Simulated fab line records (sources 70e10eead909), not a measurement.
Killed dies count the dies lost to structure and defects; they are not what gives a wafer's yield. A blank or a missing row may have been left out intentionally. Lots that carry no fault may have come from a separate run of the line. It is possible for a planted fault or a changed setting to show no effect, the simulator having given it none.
What tool caused it? | flow nandHarc | 72 wafers from 24 lots sampled at 6 of the route's 1159 steps

== WHAT THE GAUGES READ, wafer by wafer ==
NHARC_P_GATE_CD_MEAS_11: target cd 1640 nm.
lot  | measured    | on       | cdNm (nm)
L074 | day 4 00:50 | cdSem-03 | 1640.1 1639.8 1640.8
L075 | day 4 01:01 | cdSem-01 | 1639.7 1638.8 1640.0
L077 | day 4 15:52 | cdSem-03 | 1637.1 1638.7 1638.5
L076 | day 4 15:53 | cdSem-02 | 1638.9 1637.6 1637.7
L078 | day 4 23:47 | cdSem-03 | 1640.9 1642.0 1641.6
L079 | day 5 08:29 | cdSem-03 | 1640.8 1640.3 1639.6
L080 | day 5 16:29 | cdSem-02 | 1642.0 1641.7 1642.6
L081 | day 5 21:13 | cdSem-02 | 1639.4 1640.6 1639.9
L082 | day 6 05:50 | cdSem-02 | 1643.7 1642.0 1641.0
L083 | day 6 10:07 | cdSem-03 | 1639.7 1639.1 1640.6
L084 | day 6 10:17 | cdSem-03 | 1639.8 1639.3 1640.1
L085 | day 7 09:22 | cdSem-03 | 1640.7 1639.9 1639.9
L087 | day 7 09:32 | cdSem-02 | 1639.6 1639.7 1641.3
L086 | day 7 09:42 | cdSem-01 | 1640.7 1640.9 1640.0
L088 | day 7 14:13 | cdSem-03 | 1638.9 1639.9 1638.1
L089 | day 7 14:22 | cdSem-02 | 1642.8 1642.8 1643.5
L090 | day 8 00:08 | cdSem-01 | 1640.3 1639.9 1640.2
L091 | day 8 05:36 | cdSem-02 | 1638.0 1637.6 1639.9
L092 | day 8 11:38 | cdSem-01 | 1640.0 1640.1 1638.8
L093 | day 8 20:37 | cdSem-03 | 1640.8 1639.2 1639.9
L094 | day 9 03:24 | cdSem-01 | 1641.3 1641.5 1641.0
L095 | day 9 11:13 | cdSem-02 | 1642.4 1643.5 1640.5
L096 | day 9 15:43 | cdSem-01 | 1639.6 1641.3 1640.1
L097 | day 9 23:05 | cdSem-02 | 1641.0 1640.0 1640.2

NHARC_P_M2_OVL_MEAS_10: pitch 340 nm.
lot  | measured     | on         | overlayXNm (nm) | overlayYNm (nm)
L074 | day 6 09:37  | overlay-01 | 0.7 0.7 1.0     | -0.3 0.1 -0.4
L075 | day 6 09:09  | overlay-01 | -0.6 -1.1 -0.1  | -0.4 -0.2 -0.5
L077 | day 6 22:28  | overlay-02 | -0.7 -0.3 0.1   | -0.6 -0.8 -0.7
L076 | day 6 22:07  | overlay-02 | -0.2 0.3 0.3    | -0.7 -0.4 -0.9
L078 | day 7 01:07  | overlay-01 | -0.5 -0.5 -0.7  | -1.0 -0.9 -1.1
L079 | day 7 08:38  | overlay-01 | -0.5 -0.8 -0.6  | 0.4 0.5 0.0
L080 | day 7 21:19  | overlay-01 | -0.7 0.0 -0.4   | 1.6 1.6 1.2
L081 | day 7 22:11  | overlay-02 | -0.3 -1.1 -0.5  | 1.2 0.7 0.8
L082 | day 8 06:33  | overlay-02 | 0.5 0.6 0.1     | -0.1 0.3 0.3
L083 | day 8 09:06  | overlay-02 | 0.5 1.2 1.2     | 0.7 0.7 0.5
L084 | day 8 10:14  | overlay-02 | 0.4 1.0 1.6     | -1.2 -1.6 -1.0
L085 | day 9 10:50  | overlay-02 | -1.2 -1.1 -1.4  | 0.3 0.5 0.1
L087 | day 9 10:30  | overlay-01 | 0.0 -0.2 0.8    | -0.2 -0.3 -0.6
L086 | day 9 11:36  | overlay-02 | 0.3 0.0 -0.2    | 0.9 0.1 -0.1
L088 | day 9 21:28  | overlay-02 | -0.5 -0.1 0.2   | -1.8 -1.6 -1.4
L089 | day 9 20:38  | overlay-01 | -0.9 -0.7 -0.5  | -1.3 -0.4 -1.7
L090 | day 10 05:23 | overlay-01 | 0.4 0.3 0.3     | -0.4 -0.2 -0.2
L091 | day 10 09:37 | overlay-02 | 1.1 0.9 0.6     | -1.1 -0.8 -1.2
L092 | day 10 16:36 | overlay-01 | -0.8 -0.3 0.0   | -0.1 -0.5 -0.3
L093 | day 11 01:37 | overlay-01 | -0.4 -0.3 -0.4  | -1.3 -1.0 -0.9
L094 | day 11 06:59 | overlay-02 | 0.8 0.2 -0.4    | 0.8 1.0 0.5
L095 | day 11 13:36 | overlay-01 | 2.0 1.8 1.8     | 0.6 0.7 0.7
L096 | day 11 14:49 | overlay-01 | 0.6 0.6 1.1     | 1.0 0.6 0.4
L097 | day 11 23:24 | overlay-02 | -1.1 -0.8 -1.2  | 0.6 0.7 1.1

== WHAT TOOL EACH LOT RAN ON (gives the tool, then ch and the chambers of the sampled wafers, and finally the start) ==
lot  | NHARC_P_GATE_STRIP_101            | NHARC_P_CONTACT_CMP_24        | NHARC_P_M0_CMP_23             | NHARC_P_M1_PVD_20
L074 | rieDiel-07 ch 1,3, day 5 01:33    | cmp-02 ch 0,2,3, day 5 23:57  | cmp-01 ch 1,2,3, day 6 03:36  | pvdSputter-03, day 6 09:37 or earlier
L075 | rieDiel-02 ch 1,2,3, day 5 01:38  | cmp-04 ch 0,2, day 5 23:28    | cmp-04 ch 0,3, day 6 03:10    | pvdSputter-02, day 6 09:09 or earlier
L077 | rieDiel-02 ch 0,2,3, day 5 20:13  | cmp-04 ch 2,3, day 6 12:36    | cmp-01 ch 1,2,3, day 6 16:31  | pvdSputter-02, day 6 22:28 or earlier
L076 | rieDiel-02 ch 2,3, day 5 20:48    | cmp-02 ch 2,3, day 6 12:40    | cmp-04 ch 1,2,3, day 6 16:12  | pvdSputter-03, day 6 22:07 or earlier
L078 | rieDiel-07 ch 0,1,2, day 6 03:44  | cmp-03 ch 1,2,3, day 6 15:42  | cmp-04 ch 0,1,2, day 6 19:08  | pvdSputter-01, day 7 01:07 or earlier
L079 | rieDiel-01 ch 1,3, day 6 09:38    | cmp-02 ch 0,2, day 6 22:58    | cmp-01 ch 0,3, day 7 02:28    | pvdSputter-02, day 7 08:38 or earlier
L080 | rieDiel-07 ch 2,3, day 6 20:16    | cmp-04 ch 0,1,2, day 7 11:53  | cmp-01 ch 1,2,3, day 7 15:22  | pvdSputter-02, day 7 21:19 or earlier
L081 | rieDiel-02 ch 0,2,3, day 6 23:47  | cmp-02 ch 0,1,2, day 7 12:23  | cmp-01 ch 0,1,2, day 7 15:59  | pvdSputter-03, day 7 22:11 or earlier
L082 | rieDiel-07 ch 0,2, day 7 06:59    | cmp-04 ch 1,2, day 7 20:39    | cmp-03 ch 0,2,3, day 8 00:08  | pvdSputter-03, day 8 06:33 or earlier
L083 | rieDiel-01 ch 0,2,3, day 7 11:29  | cmp-02 ch 0,1,3, day 7 23:30  | cmp-04 ch 0,1,3, day 8 02:59  | pvdSputter-03, day 8 09:06 or earlier
L084 | rieDiel-01 ch 0,3, day 7 12:06    | cmp-02 ch 0,2,3, day 8 00:52  | cmp-01 ch 0,1,2, day 8 04:15  | pvdSputter-01, day 8 10:14 or earlier
L085 | rieDiel-02 ch 0,3, day 8 11:27    | cmp-02 ch 0,1, day 9 00:37    | cmp-01 ch 0,1,3, day 9 04:07  | pvdSputter-03, day 9 10:50 or earlier
L087 | rieDiel-02 ch 0,2,3, day 8 11:16  | cmp-04 ch 0,1,2, day 8 23:22  | cmp-04 ch 0,2,3, day 9 02:44  | pvdSputter-01, day 9 10:30 or earlier
L086 | rieDiel-01 ch 1,2,3, day 8 11:33  | cmp-04 ch 0,1,3, day 9 01:11  | cmp-03 ch 1,2,3, day 9 05:00  | pvdSputter-03, day 9 11:36 or earlier
L088 | rieDiel-01 ch 0,1,2, day 8 17:42  | cmp-02 ch 0,2,3, day 9 10:20  | cmp-03 ch 0,1,2, day 9 14:10  | pvdSputter-02, day 9 21:28 or earlier
L089 | rieDiel-07 ch 0,3, day 8 18:25    | cmp-03 ch 0,1,2, day 9 09:49  | cmp-03 ch 0,3, day 9 13:20    | pvdSputter-01, day 9 20:38 or earlier
L090 | rieDiel-01 ch 0,1,2, day 9 05:20  | cmp-04 ch 0,2,3, day 9 19:29  | cmp-03 ch 0,1,2, day 9 23:03  | pvdSputter-03, day 10 05:23 or earlier
L091 | rieDiel-01 ch 0,1,2, day 9 10:14  | cmp-02 ch 0,1,3, day 9 23:44  | cmp-04 ch 0,1,3, day 10 03:17 | pvdSputter-01, day 10 09:37 or earlier
L092 | rieDiel-01 ch 0,2, day 9 16:18    | cmp-04 ch 0,1,3, day 10 07:08 | cmp-04 ch 0,1,3, day 10 10:39 | pvdSputter-01, day 10 16:36 or earlier
L093 | rieDiel-01 ch 0,1,3, day 10 00:08 | cmp-04 ch 2,3, day 10 15:50   | cmp-04 ch 0,3, day 10 19:22   | pvdSputter-02, day 11 01:37 or earlier
L094 | rieDiel-01 ch 0,1,2, day 10 04:55 | cmp-02 ch 0,2, day 10 20:43   | cmp-01 ch 0,1,2, day 11 00:17 | pvdSputter-01, day 11 06:59 or earlier
L095 | rieDiel-01 ch 0,1,3, day 10 12:28 | cmp-03 ch 1,2,3, day 11 03:53 | cmp-01 ch 0,1,2, day 11 07:26 | pvdSputter-01, day 11 13:36 or earlier
L096 | rieDiel-01 ch 1,2,3, day 10 16:33 | cmp-04 ch 0,1,2, day 11 04:52 | cmp-03 ch 0,1,3, day 11 08:40 | pvdSputter-02, day 11 14:49 or earlier
L097 | rieDiel-07 ch 1,2, day 10 23:56   | cmp-03 ch 0,2, day 11 13:53   | cmp-01 ch 0,1,3, day 11 17:25 | pvdSputter-01, day 11 23:24 or earlier
- NHARC_P_GATE_STRIP_101: strips in O2, time 20 s.
- NHARC_P_CONTACT_CMP_24: polishes, t overpolish 30 s, target thk 200 nm.
- NHARC_P_M0_CMP_23: polishes, t overpolish 20 s, target thk 117.53 nm.
- NHARC_P_M1_PVD_20: deposits TaN, target thk 5 nm, time 8.06 s.

== WHAT THE TOOLS THEMSELVES READ (means of the sampled wafers that have a number; where no wafer has one, the mark that the record gives instead) ==
NHARC_P_GATE_STRIP_101.
lot  | tool       | drypumpMotorCurrentA (A) | oesProductAu (a.u.) | rfVppV (V) | showerheadPlenumPTorr (Torr) | throttleValvePct (%)
L074 | rieDiel-07 | 5.52                     | 1.004               | 57.9       | 3.57                         | 17.030
L075 | rieDiel-02 | 5.60                     | 1.005               | 57.3       | 3.44                         | 17.039
L077 | rieDiel-02 | 5.71                     | 1.002               | 58.3       | 3.46                         | 17.037
L076 | rieDiel-02 | 5.47                     | 1.001               | 57.3       | 3.40                         | 17.041
L078 | rieDiel-07 | 5.67                     | 1.009               | 57.3       | 3.64                         | 17.032
L079 | rieDiel-01 | 5.77                     | 0.999               | 58.0       | 3.56                         | 17.036
L080 | rieDiel-07 | 5.54                     | 1.008               | 58.4       | 3.59                         | 17.038
L081 | rieDiel-02 | 5.71                     | 0.997               | 57.6       | 3.45                         | 17.041
L082 | rieDiel-07 | 5.68                     | 1.001               | 58.0       | 3.67                         | 17.037
L083 | rieDiel-01 | 5.87                     | 1.004               | 58.0       | 3.54                         | 17.026
L084 | rieDiel-01 | 5.85                     | 1.003               | 58.2       | 3.40                         | 17.036
L085 | rieDiel-02 | 5.94                     | 0.993               | 57.6       | 3.50                         | 17.040
L087 | rieDiel-02 | 5.71                     | 0.993               | 57.7       | 3.63                         | 17.031
L086 | rieDiel-01 | 5.79                     | 0.993               | 57.6       | 3.56                         | 17.034
L088 | rieDiel-01 | 5.93                     | 1.003               | 57.9       | 3.67                         | 17.042
L089 | rieDiel-07 | 5.55                     | 1.004               | 57.7       | 3.59                         | 17.042
L090 | rieDiel-01 | 5.95                     | 1.006               | 58.9       | 3.67                         | 17.036
L091 | rieDiel-01 | 5.95                     | 1.006               | 58.1       | 3.67                         | 17.028
L092 | rieDiel-01 | 5.85                     | 0.997               | 58.6       | 3.67                         | 17.036
L093 | rieDiel-01 | 5.92                     | 1.011               | 57.7       | 3.53                         | 17.033
L094 | rieDiel-01 | 5.90                     | 1.000               | 58.8       | 3.67                         | 17.036
L095 | rieDiel-01 | 5.93                     | 1.000               | 56.9       | 3.53                         | 17.042
L096 | rieDiel-01 | 5.73                     | 0.998               | 57.9       | 3.56                         | 17.042
L097 | rieDiel-07 | 5.62                     | 0.996               | 57.4       | 3.59                         | 17.050

NHARC_P_CONTACT_CMP_24.
lot  | tool   | motorCurrentA (A) | overpolishRunS (s) | timeToEndpointS (s)
L074 | cmp-02 | 12.9              | 30.005             | 39.5
L075 | cmp-04 | 11.6              | 30.005             | 40.2
L077 | cmp-04 | 12.4              | 30.008             | 38.9
L076 | cmp-02 | 11.6              | 30.003             | 40.1
L078 | cmp-03 | 13.0              | 29.995             | 38.6
L079 | cmp-02 | 11.0              | 30.000             | 38.4
L080 | cmp-04 | 11.5              | 30.004             | 40.8
L081 | cmp-02 | 11.7              | 30.005             | 37.9
L082 | cmp-04 | 11.6              | 30.003             | 39.5
L083 | cmp-02 | 13.2              | 29.988             | 37.8
L084 | cmp-02 | 12.4              | 29.990             | 41.5
L085 | cmp-02 | 12.4              | 30.000             | 41.6
L087 | cmp-04 | 11.6              | 29.994             | 38.6
L086 | cmp-04 | 11.9              | 30.001             | 39.1
L088 | cmp-02 | 12.6              | 30.005             | 39.9
L089 | cmp-03 | 11.9              | 29.999             | 42.3
L090 | cmp-04 | 12.0              | 30.006             | 40.1
L091 | cmp-02 | 12.9              | 30.006             | 40.8
L092 | cmp-04 | 12.1              | 29.999             | 43.4
L093 | cmp-04 | 11.7              | 29.995             | 43.6
L094 | cmp-02 | 11.8              | 29.986             | 40.4
L095 | cmp-03 | 13.4              | 29.997             | 42.3
L096 | cmp-04 | 11.7              | 29.990             | 38.6
L097 | cmp-03 | 12.5              | 29.992             | 42.4

NHARC_P_M0_CMP_23.
lot  | tool   | motorCurrentA (A) | timeToEndpointS (s)
L074 | cmp-01 | 11.6              | 26.0
L075 | cmp-04 | 12.6              | 28.2
L077 | cmp-01 | 11.6              | 30.3
L076 | cmp-04 | 12.2              | 29.0
L078 | cmp-04 | 11.6              | 28.0
L079 | cmp-01 | 11.8              | 23.9
L080 | cmp-01 | 11.6              | 28.2
L081 | cmp-01 | 12.4              | 28.1
L082 | cmp-03 | 12.0              | 27.8
L083 | cmp-04 | 12.0              | 29.2
L084 | cmp-01 | 12.3              | 29.0
L085 | cmp-01 | 12.1              | 31.0
L087 | cmp-04 | 12.4              | 29.0
L086 | cmp-03 | 13.0              | 29.2
L088 | cmp-03 | 12.5              | 30.6
L089 | cmp-03 | 10.8              | 28.0
L090 | cmp-03 | 12.4              | 27.9
L091 | cmp-04 | 12.3              | 28.8
L092 | cmp-04 | 12.3              | 29.0
L093 | cmp-04 | 12.4              | 26.2
L094 | cmp-01 | 12.1              | 27.3
L095 | cmp-01 | 12.2              | 28.3
L096 | cmp-03 | 12.3              | 30.2
L097 | cmp-01 | 12.1              | 30.9

NHARC_P_M1_PVD_20.
lot  | tool          | throttleValvePct (%)
L074 | pvdSputter-03 | 30.4
L075 | pvdSputter-02 | 30.8
L077 | pvdSputter-02 | 29.5
L076 | pvdSputter-03 | 31.0
L078 | pvdSputter-01 | 30.3
L079 | pvdSputter-02 | 30.1
L080 | pvdSputter-02 | 30.9
L081 | pvdSputter-03 | 30.3
L082 | pvdSputter-03 | 30.9
L083 | pvdSputter-03 | 30.0
L084 | pvdSputter-01 | 30.5
L085 | pvdSputter-03 | 30.6
L087 | pvdSputter-01 | 30.6
L086 | pvdSputter-03 | 30.6
L088 | pvdSputter-02 | 30.8
L089 | pvdSputter-01 | 30.1
L090 | pvdSputter-03 | 30.8
L091 | pvdSputter-01 | 30.7
L092 | pvdSputter-01 | 30.5
L093 | pvdSputter-02 | 30.8
L094 | pvdSputter-01 | 30.6
L095 | pvdSputter-01 | 30.7
L096 | pvdSputter-02 | 30.8
L097 | pvdSputter-01 | 30.6

== THE ANSWER, worked out from the rows above alone ==
Rule: the usual values come from the lots themselves. The widest of any qualifying gaps counts: lots, ordered by their means at a reading, are off when they make up no more than a third of the lots, leave a main group of 4 or more, and stand apart from it by 3 or more times the standard deviation of that group's means. The tables above print the reading to a certain number of digits; a main group whose means all agree to those digits is not used. Also off: a lot with no number at a reading for which 4 or more lots have one. Any other lot the step has rows for is counted as sound. The gauges are gone through in route order, then the tools' own readings, and for those a lot's mean is taken as printed above. At the first step where some lot is off, the reading lying furthest off is the one used; lots without a number count as furthest.
None of the lots is off at any reading shown; this tells nothing.

== WHAT HAD BEEN PUT IN BY THE SIMULATOR ==
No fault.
